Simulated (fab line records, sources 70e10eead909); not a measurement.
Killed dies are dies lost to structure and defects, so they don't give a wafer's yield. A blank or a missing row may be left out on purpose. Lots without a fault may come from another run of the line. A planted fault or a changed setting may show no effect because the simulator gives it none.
A struck lot beside a sound one | flow nand_harc | 15 steps out of a route of 1159
Sound: wafers L657.3, L657.4, L657.5. Struck: wafers L667.3, L667.4, L667.6. The cause comes at the end.
At each step with rows: each side's tool, then ch and its chambers, then its first start. Under that, the readings that differ: sound wafers | struck wafers | difference of the means | sigmas: that difference in standard deviations of wafers without a fault.
alike: readings whose means differ by less than 2 such deviations, and words and numbers that are the same on both sides. not compared: withheld readings, readings that some wafer has no value for, bounds like >300 that may hide the same value, and numbers for which the record gives no deviation and whose values overlap.
The two part at a step that has a row with sigmas, a row that says differs or no value, or rows on one side only. Numbers that don't overlap but have no deviation are shown without sigmas and don't part them. A reading that every wafer of one side lacks parts them only if that side has two wafers or more.

first, 1 step without rows for these wafers: NHARC_A_ONON_D1_DEP_12 (target thk 1000 nm).
NHARC_A_ONON_D1_THK_MEAS_14: measures by ellipsometry.
  sound on film_metro-02, day 8 01:24; struck on film_metro-01, day 10 10:50
  alike: thk_nm
then, 2 steps without rows for these wafers: NHARC_A_ONON_D1_ANNEAL_15 (time 3600 s); NHARC_A_ONON_D1_DEP_16 (target thk 1000 nm).
NHARC_A_ONON_D1_THK_MEAS_18: measures by ellipsometry.
  sound on film_metro-01, day 8 08:31; struck on film_metro-02, day 10 17:58
  alike: thk_nm
then, 1 step without rows for these wafers: NHARC_A_ONON_D1_DEP_19 (target thk 1000 nm).
NHARC_A_ONON_D1_THK_MEAS_21: measures by ellipsometry.
  sound on film_metro-02, day 8 09:05; struck on film_metro-01, day 10 18:32
  alike: thk_nm
then, 1 step without rows for these wafers: NHARC_A_ONON_D1_DEP_22 (target thk 1000 nm).
NHARC_A_ONON_D1_THK_MEAS_24: measures by ellipsometry.
  sound on film_metro-01, day 8 09:39; struck on film_metro-02, day 10 19:07
  alike: thk_nm
then, 1 step without rows for these wafers: NHARC_A_ONON_D1_DEP_25 (target thk 1000 nm).
NHARC_A_ONON_D1_THK_MEAS_27: measures by ellipsometry.
  sound on film_metro-02, day 8 10:13; struck on film_metro-01, day 10 19:41
  alike: thk_nm
NHARC_A_ONON_D1_DEP_28: target thk 1000 nm.
  sound on pecvd_onon-01 ch 0, day 8 10:23; struck on pecvd_onon-01 ch 0, day 10 19:51
  alike: nh3_flow_sccm, susceptor_temp_C
NHARC_A_ONON_D1_THK_MEAS_30: measures by ellipsometry.
  sound on film_metro-01, day 8 10:47; struck on film_metro-02, day 10 20:15
  reading     | sound       | struck         | difference | sigmas
  thk_nm (nm) | 989 989 991 | 1504 1504 1504 | +514       | +51
NHARC_A_ONON_D1_DEP_33: deposits SiO2, target thk 200 nm.
  sound on pecvd-02 ch 1,2, day 8 10:50; struck on pecvd-03 ch 0,2, day 10 20:18
  alike: heater_power_w, mfc_precursor_sccm, susceptor_temp_C, throttle_valve_pct
-- the record jumps here: 12 days lie between the struck wafers' starts before and after (it left off in module A_ONON_D1 and takes up again in module END, whose first step shown is number 1159 of the route) --
NHARC_END_SORT_01:
  the record has rows for the struck wafers here (prober-02 ch 0, day 22 14:41) and none for the sound ones

WHERE THEY PART
First at NHARC_A_ONON_D1_THK_MEAS_30; last, within this record, at NHARC_END_SORT_01.

WHY: what the simulator had put in
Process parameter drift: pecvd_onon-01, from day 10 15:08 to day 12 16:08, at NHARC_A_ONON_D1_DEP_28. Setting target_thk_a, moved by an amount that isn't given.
